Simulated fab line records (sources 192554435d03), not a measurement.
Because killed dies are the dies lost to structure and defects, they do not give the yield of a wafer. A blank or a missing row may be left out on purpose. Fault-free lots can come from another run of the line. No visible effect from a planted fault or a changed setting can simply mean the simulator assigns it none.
Which tool was responsible? / flow n5_finfet / 27 wafers from 9 lots sampled at 8 of the route's 1938 steps

WHAT EACH GAUGE READ, for each wafer
N5_BEOL_M3_THK_MEAS_53: measures by xrf. Usual: M3_THK 38.9 nm, standard deviation 1.6.
lot=L491; measured=day 8 17:56; on=film_metro-01; M3_THK (nm)=38.7 41.4 40.6; flag=
lot=L495; measured=day 9 18:30; on=film_metro-02; M3_THK (nm)=38.9 40.3 39.8; flag=
lot=L497; measured=day 10 01:10; on=film_metro-01; M3_THK (nm)=299.8 294.4 298.6; flag=OFF
lot=L498; measured=day 10 05:09; on=film_metro-02; M3_THK (nm)=303.5 305.5 301.5; flag=OFF
lot=L499; measured=day 10 18:43; on=film_metro-01; M3_THK (nm)=292.1 293.1 292.6; flag=OFF
lot=L502; measured=day 11 14:08; on=film_metro-02; M3_THK (nm)=39.7 40.0 39.4; flag=
lot=L503; measured=day 11 14:51; on=film_metro-02; M3_THK (nm)=38.3 40.8 39.8; flag=
lot=L506; measured=day 12 01:41; on=film_metro-01; M3_THK (nm)=38.1 36.8 37.2; flag=
lot=L505; measured=day 13 14:09; on=film_metro-02; M3_THK (nm)=38.8 36.7 37.8; flag=

N5_BEOL_M3_RS_MEAS_58: measurement is done with a four-point probe. Usual: M3_RS 0.69 ohm/sq, standard deviation 0.035.
lot=L491; measured=day 8 18:11; on=film_metro-02; M3_RS (ohm/sq)=0.69 0.63 0.65; flag=
lot=L495; measured=day 9 18:46; on=film_metro-02; M3_RS (ohm/sq)=0.69 0.66 0.67; flag=
lot=L497; measured=day 10 01:26; on=film_metro-02; M3_RS (ohm/sq)=0.06 0.06 0.06; flag=OFF
lot=L498; measured=day 10 05:26; on=film_metro-02; M3_RS (ohm/sq)=0.06 0.06 0.06; flag=OFF
lot=L499; measured=day 10 19:02; on=film_metro-01; M3_RS (ohm/sq)=0.06 0.06 0.06; flag=OFF
lot=L502; measured=day 11 14:24; on=film_metro-02; M3_RS (ohm/sq)=0.67 0.67 0.68; flag=
lot=L503; measured=day 11 15:07; on=film_metro-01; M3_RS (ohm/sq)=0.71 0.65 0.68; flag=
lot=L506; measured=day 12 01:58; on=film_metro-01; M3_RS (ohm/sq)=0.70 0.74 0.73; flag=
lot=L505; measured=day 13 14:25; on=film_metro-01; M3_RS (ohm/sq)=0.69 0.74 0.72; flag=

N5_BEOL_M3_INSPECT_59: inspects for defects (darkfield). Usual: raw_defect_count at 73, with a standard deviation of 25.
lot=L491; measured=day 8 18:13; on=defect_inspect-01; raw_defect_count=39 36 44; flag=
lot=L495; measured=day 9 18:47; on=defect_inspect-01; raw_defect_count=92 57 66; flag=
lot=L497; measured=day 10 01:27; on=defect_inspect-01; raw_defect_count=5139 5249 5074; flag=OFF
lot=L498; measured=day 10 05:27; on=defect_inspect-02; raw_defect_count=4975 5158 5058; flag=OFF
lot=L499; measured=day 10 19:04; on=defect_inspect-02; raw_defect_count=5212 5049 5181; flag=OFF
lot=L502; measured=day 11 14:26; on=defect_inspect-02; raw_defect_count=56 71 64; flag=
lot=L503; measured=day 11 15:08; on=defect_inspect-01; raw_defect_count=70 42 65; flag=
lot=L506; measured=day 12 01:59; on=defect_inspect-02; raw_defect_count=88 71 103; flag=
lot=L505; measured=day 13 14:26; on=defect_inspect-02; raw_defect_count=150 127 84; flag=

N5_BEOL_M4_RC_MEAS_101. Usual: DIBL_N 36.0 mV/V, standard deviation 2; DIBL_P 36.2 mV/V, standard deviation 2.2; IOFF_N 0.16 nA/um, standard deviation 0.034; IOFF_P 0.21 nA/um, standard deviation 0.04; ION_N 675 uA/um, standard deviation 12; ION_P 463 uA/um, standard deviation 7.2; SS_N 71.6 mV/dec, standard deviation 0.6; SS_P 73.3 mV/dec, standard deviation 0.67; VT_N 250 mV, standard deviation 3; VT_P -251 mV, standard deviation 3.4.
lot=L491; measured=day 9 06:21; on=prober-02; DIBL_N (mV/V)=35.2 36.7 34.6; DIBL_P (mV/V)=35.2 36.1 35.2; IOFF_N (nA/um)=0.14 0.16 0.13; IOFF_P (nA/um)=0.18 0.18 0.17; ION_N (uA/um)=681 673 665; ION_P (uA/um)=460 455 461; SS_N (mV/dec)=71.1 71.7 70.6; SS_P (mV/dec)=73.5 72.3 72.1; VT_N (mV)=251 251 250; VT_P (mV)=-251 -254 -252; flag=
lot=L495; measured=day 10 05:44; on=prober-01; DIBL_N (mV/V)=36.0 38.7 37.0; DIBL_P (mV/V)=34.2 37.7 36.6; IOFF_N (nA/um)=0.13 0.18 0.14; IOFF_P (nA/um)=0.16 0.20 0.19; ION_N (uA/um)=669 673 679; ION_P (uA/um)=453 453 460; SS_N (mV/dec)=71.8 72.5 72.0; SS_P (mV/dec)=73.8 73.7 73.5; VT_N (mV)=254 253 252; VT_P (mV)=-255 -253 -254; flag=
lot=L502; measured=day 12 04:16; on=prober-01; DIBL_N (mV/V)=35.6 39.0 35.0; DIBL_P (mV/V)=35.2 39.3 34.8; IOFF_N (nA/um)=0.16 0.24 0.16; IOFF_P (nA/um)=0.23 0.31 0.22; ION_N (uA/um)=679 697 673; ION_P (uA/um)=463 477 461; SS_N (mV/dec)=71.4 72.2 71.5; SS_P (mV/dec)=73.3 74.0 73.1; VT_N (mV)=251 246 249; VT_P (mV)=-246 -245 -247; flag=
lot=L503; measured=day 12 05:36; on=prober-01; DIBL_N (mV/V)=37.9 37.9 36.9; DIBL_P (mV/V)=38.1 37.8 36.9; IOFF_N (nA/um)=0.19 0.19 0.17; IOFF_P (nA/um)=0.26 0.26 0.23; ION_N (uA/um)=691 697 681; ION_P (uA/um)=474 472 464; SS_N (mV/dec)=72.3 72.0 71.6; SS_P (mV/dec)=73.6 73.1 73.2; VT_N (mV)=248 245 248; VT_P (mV)=-245 -245 -249; flag=
lot=L506; measured=day 12 11:17; on=prober-02; DIBL_N (mV/V)=35.3 39.6 34.0; DIBL_P (mV/V)=36.7 39.8 33.5; IOFF_N (nA/um)=0.16 0.24 0.14; IOFF_P (nA/um)=0.24 0.31 0.20; ION_N (uA/um)=681 696 660; ION_P (uA/um)=470 475 460; SS_N (mV/dec)=71.8 73.1 71.3; SS_P (mV/dec)=73.5 74.0 72.9; VT_N (mV)=248 248 251; VT_P (mV)=-247 -246 -250; flag=
lot=L505; measured=day 14 00:33; on=prober-01; DIBL_N (mV/V)=33.4 39.1 38.7; DIBL_P (mV/V)=32.6 40.0 39.9; IOFF_N (nA/um)=0.12 0.22 0.21; IOFF_P (nA/um)=0.18 0.32 0.30; ION_N (uA/um)=668 695 685; ION_P (uA/um)=465 480 468; SS_N (mV/dec)=70.8 72.0 72.5; SS_P (mV/dec)=72.4 74.7 74.8; VT_N (mV)=254 245 247; VT_P (mV)=-252 -243 -247; flag=

TOOL THAT RAN EACH LOT (tool first, then ch and the chambers of the sampled wafers, then the start)
lot=L491; N5_BEOL_M3_ANNEAL_89=pvd_sputter-02, day 8 16:13; N5_BEOL_M3_ANNEAL_93=pvd_sputter-02, day 8 16:40; N5_BEOL_M3_SPUTTER_94=pvd_sputter-02, day 8 16:48; N5_BEOL_M3_CMP_52=cmp-02 ch 0,2,3, day 8 17:45
lot=L495; N5_BEOL_M3_ANNEAL_89=pvd_sputter-01, day 9 16:55; N5_BEOL_M3_ANNEAL_93=pvd_sputter-01, day 9 17:21; N5_BEOL_M3_SPUTTER_94=pvd_sputter-01, day 9 17:29; N5_BEOL_M3_CMP_52=cmp-03 ch 1,2, day 9 18:13
lot=L497; N5_BEOL_M3_ANNEAL_89=pvd_sputter-03, day 9 23:35; N5_BEOL_M3_ANNEAL_93=pvd_sputter-03, day 10 00:01; N5_BEOL_M3_SPUTTER_94=pvd_sputter-03, day 10 00:10; N5_BEOL_M3_CMP_52=cmp-02 ch 0,2, day 10 00:52
lot=L498; N5_BEOL_M3_ANNEAL_89=pvd_sputter-01, day 10 03:25; N5_BEOL_M3_ANNEAL_93=pvd_sputter-01, day 10 03:51; N5_BEOL_M3_SPUTTER_94=pvd_sputter-01, day 10 03:59; N5_BEOL_M3_CMP_52=cmp-02 ch 1,2,3, day 10 04:52
lot=L499; N5_BEOL_M3_ANNEAL_89=pvd_sputter-01, day 10 17:08; N5_BEOL_M3_ANNEAL_93=pvd_sputter-01, day 10 17:34; N5_BEOL_M3_SPUTTER_94=pvd_sputter-01, day 10 17:43; N5_BEOL_M3_CMP_52=cmp-02 ch 0,2,3, day 10 18:25
lot=L502; N5_BEOL_M3_ANNEAL_89=pvd_sputter-03, day 11 12:32; N5_BEOL_M3_ANNEAL_93=pvd_sputter-03, day 11 12:59; N5_BEOL_M3_SPUTTER_94=pvd_sputter-03, day 11 13:07; N5_BEOL_M3_CMP_52=cmp-02 ch 0,2,3, day 11 13:52
lot=L503; N5_BEOL_M3_ANNEAL_89=pvd_sputter-02, day 11 12:59; N5_BEOL_M3_ANNEAL_93=pvd_sputter-02, day 11 13:25; N5_BEOL_M3_SPUTTER_94=pvd_sputter-02, day 11 13:34; N5_BEOL_M3_CMP_52=cmp-02 ch 2,3, day 11 14:36
lot=L506; N5_BEOL_M3_ANNEAL_89=pvd_sputter-03, day 11 23:53; N5_BEOL_M3_ANNEAL_93=pvd_sputter-03, day 12 00:19; N5_BEOL_M3_SPUTTER_94=pvd_sputter-03, day 12 00:28; N5_BEOL_M3_CMP_52=cmp-01 ch 0,1,3, day 12 01:28
lot=L505; N5_BEOL_M3_ANNEAL_89=pvd_sputter-02, day 13 12:34; N5_BEOL_M3_ANNEAL_93=pvd_sputter-02, day 13 13:00; N5_BEOL_M3_SPUTTER_94=pvd_sputter-02, day 13 13:08; N5_BEOL_M3_CMP_52=cmp-01 ch 0,1,2, day 13 13:56
- N5_BEOL_M3_ANNEAL_89: time 240 s.
- N5_BEOL_M3_ANNEAL_93: time 240 s.
- N5_BEOL_M3_SPUTTER_94: material Cu, target thk 4.5 nm, time 8.29 s.
- N5_BEOL_M3_CMP_52: polishes, stops on SiOC, t overpolish 6.8 s, target thk 40 nm.

WHAT THE TOOLS THEMSELVES READ (means of the sampled wafers that have a number; where no wafer has one, the mark that the record gives instead)
N5_BEOL_M3_ANNEAL_89. Usual: heater_power_w 823 W, standard deviation 81; susceptor_temp_C 400.02 C, standard deviation 0.23.
lot=L491; tool=pvd_sputter-02; heater_power_w (W)=799; susceptor_temp_C (C)=400.07; flag=
lot=L495; tool=pvd_sputter-01; heater_power_w (W)=790; susceptor_temp_C (C)=399.93; flag=
lot=L497; tool=pvd_sputter-03; heater_power_w (W)=817; susceptor_temp_C (C)=399.72; flag=
lot=L498; tool=pvd_sputter-01; heater_power_w (W)=830; susceptor_temp_C (C)=400.20; flag=
lot=L499; tool=pvd_sputter-01; heater_power_w (W)=807; susceptor_temp_C (C)=400.01; flag=
lot=L502; tool=pvd_sputter-03; heater_power_w (W)=895; susceptor_temp_C (C)=400.03; flag=
lot=L503; tool=pvd_sputter-02; heater_power_w (W)=842; susceptor_temp_C (C)=399.89; flag=
lot=L506; tool=pvd_sputter-03; heater_power_w (W)=777; susceptor_temp_C (C)=400.08; flag=
lot=L505; tool=pvd_sputter-02; heater_power_w (W)=841; susceptor_temp_C (C)=400.11; flag=

N5_BEOL_M3_ANNEAL_93. Usual: heater_power_w 823 W, standard deviation 82; susceptor_temp_C 400.04 C, standard deviation 0.23.
lot=L491; tool=pvd_sputter-02; heater_power_w (W)=803; susceptor_temp_C (C)=399.85; flag=
lot=L495; tool=pvd_sputter-01; heater_power_w (W)=786; susceptor_temp_C (C)=400.04; flag=
lot=L497; tool=pvd_sputter-03; heater_power_w (W)=820; susceptor_temp_C (C)=400.32; flag=
lot=L498; tool=pvd_sputter-01; heater_power_w (W)=844; susceptor_temp_C (C)=400.02; flag=
lot=L499; tool=pvd_sputter-01; heater_power_w (W)=812; susceptor_temp_C (C)=400.16; flag=
lot=L502; tool=pvd_sputter-03; heater_power_w (W)=891; susceptor_temp_C (C)=400.15; flag=
lot=L503; tool=pvd_sputter-02; heater_power_w (W)=838; susceptor_temp_C (C)=400.32; flag=
lot=L506; tool=pvd_sputter-03; heater_power_w (W)=773; susceptor_temp_C (C)=399.79; flag=
lot=L505; tool=pvd_sputter-02; heater_power_w (W)=853; susceptor_temp_C (C)=400.03; flag=

N5_BEOL_M3_SPUTTER_94. Usual: substrate_temp_c -19.98 C, standard deviation 0.11; susceptor_temp_C -20.00 C, standard deviation 0.1; throttle_valve_pct 29.8 %, standard deviation 0.98.
lot=L491; tool=pvd_sputter-02; substrate_temp_c (C)=-20.03; susceptor_temp_C (C)=-20.07; throttle_valve_pct (%)=30.9; flag=
lot=L495; tool=pvd_sputter-01; substrate_temp_c (C)=-20.04; susceptor_temp_C (C)=-19.87; throttle_valve_pct (%)=30.2; flag=
lot=L497; tool=pvd_sputter-03; substrate_temp_c (C)=-20.07; susceptor_temp_C (C)=-19.91; throttle_valve_pct (%)=28.7; flag=
lot=L498; tool=pvd_sputter-01; substrate_temp_c (C)=-19.95; susceptor_temp_C (C)=-19.99; throttle_valve_pct (%)=29.9; flag=
lot=L499; tool=pvd_sputter-01; substrate_temp_c (C)=-19.92; susceptor_temp_C (C)=-20.03; throttle_valve_pct (%)=30.2; flag=
lot=L502; tool=pvd_sputter-03; substrate_temp_c (C)=-19.97; susceptor_temp_C (C)=-19.94; throttle_valve_pct (%)=29.7; flag=
lot=L503; tool=pvd_sputter-02; substrate_temp_c (C)=-19.95; susceptor_temp_C (C)=-19.93; throttle_valve_pct (%)=29.9; flag=
lot=L506; tool=pvd_sputter-03; substrate_temp_c (C)=-20.00; susceptor_temp_C (C)=-19.99; throttle_valve_pct (%)=28.9; flag=
lot=L505; tool=pvd_sputter-02; substrate_temp_c (C)=-19.94; susceptor_temp_C (C)=-19.98; throttle_valve_pct (%)=30.1; flag=

N5_BEOL_M3_CMP_52. Usual: barrier_field_endpoint_s 24.8 s, standard deviation 0.66; clearing_platen_down_force_psi 1.5002 psi, standard deviation 0.0029; motor_current_A 6.3 A, standard deviation 0.56; overpolish_run_s 6.800 s, standard deviation 0.0087; time_to_endpoint_s 62 s, standard deviation 3.1.
lot=L491; tool=cmp-02; barrier_field_endpoint_s (s)=24.1; clearing_platen_down_force_psi (psi)=1.5001; motor_current_A (A)=6.7; overpolish_run_s (s)=6.795; time_to_endpoint_s (s)=62; flag=
lot=L495; tool=cmp-03; barrier_field_endpoint_s (s)=26.0; clearing_platen_down_force_psi (psi)=1.4991; motor_current_A (A)=6.7; overpolish_run_s (s)=6.799; time_to_endpoint_s (s)=63; flag=
lot=L497; tool=cmp-02; barrier_field_endpoint_s (s)=-; clearing_platen_down_force_psi (psi)=-; motor_current_A (A)=-; overpolish_run_s (s)=-; time_to_endpoint_s (s)=-; flag=OFF
lot=L498; tool=cmp-02; barrier_field_endpoint_s (s)=-; clearing_platen_down_force_psi (psi)=-; motor_current_A (A)=-; overpolish_run_s (s)=-; time_to_endpoint_s (s)=-; flag=OFF
lot=L499; tool=cmp-02; barrier_field_endpoint_s (s)=-; clearing_platen_down_force_psi (psi)=-; motor_current_A (A)=-; overpolish_run_s (s)=-; time_to_endpoint_s (s)=-; flag=OFF
lot=L502; tool=cmp-02; barrier_field_endpoint_s (s)=25.2; clearing_platen_down_force_psi (psi)=1.5020; motor_current_A (A)=6.7; overpolish_run_s (s)=6.804; time_to_endpoint_s (s)=64; flag=
lot=L503; tool=cmp-02; barrier_field_endpoint_s (s)=24.7; clearing_platen_down_force_psi (psi)=1.5012; motor_current_A (A)=6.4; overpolish_run_s (s)=6.795; time_to_endpoint_s (s)=58; flag=
lot=L506; tool=cmp-01; barrier_field_endpoint_s (s)=25.4; clearing_platen_down_force_psi (psi)=1.5022; motor_current_A (A)=6.6; overpolish_run_s (s)=6.803; time_to_endpoint_s (s)=64; flag=
lot=L505; tool=cmp-01; barrier_field_endpoint_s (s)=24.8; clearing_platen_down_force_psi (psi)=1.5000; motor_current_A (A)=6.1; overpolish_run_s (s)=6.801; time_to_endpoint_s (s)=61; flag=

THE ANSWER, worked out from the rows above alone
Rule: take the mean of a lot's wafers that have a number; if it is more than 3 standard deviations from the usual mean, the lot is off. A lot without any number at a reading at which 4 lots or more have one is off too. Where the step has rows for the other lots, those lots are counted as sound. Order of review: gauges by route order, followed by the tools' own readings, for which a lot's mean as printed above is used. At the first step where some lot is off, the reading lying furthest off is the one used; lots without a number count as furthest.
Off: at N5_BEOL_M3_THK_MEAS_53 (M3_THK), L497, L498, L499.
A tool fits if, at a process step before that reading, it ran every lot that is off, and no sound lot after the first of them. The gauges at N5_BEOL_M3_THK_MEAS_53 aren't tried: what is off there is off at N5_BEOL_M3_INSPECT_59 too, on other tools, and a gauge's error can't cause that. None of those tried fits.

WHAT THE SIMULATOR HAD PUT IN
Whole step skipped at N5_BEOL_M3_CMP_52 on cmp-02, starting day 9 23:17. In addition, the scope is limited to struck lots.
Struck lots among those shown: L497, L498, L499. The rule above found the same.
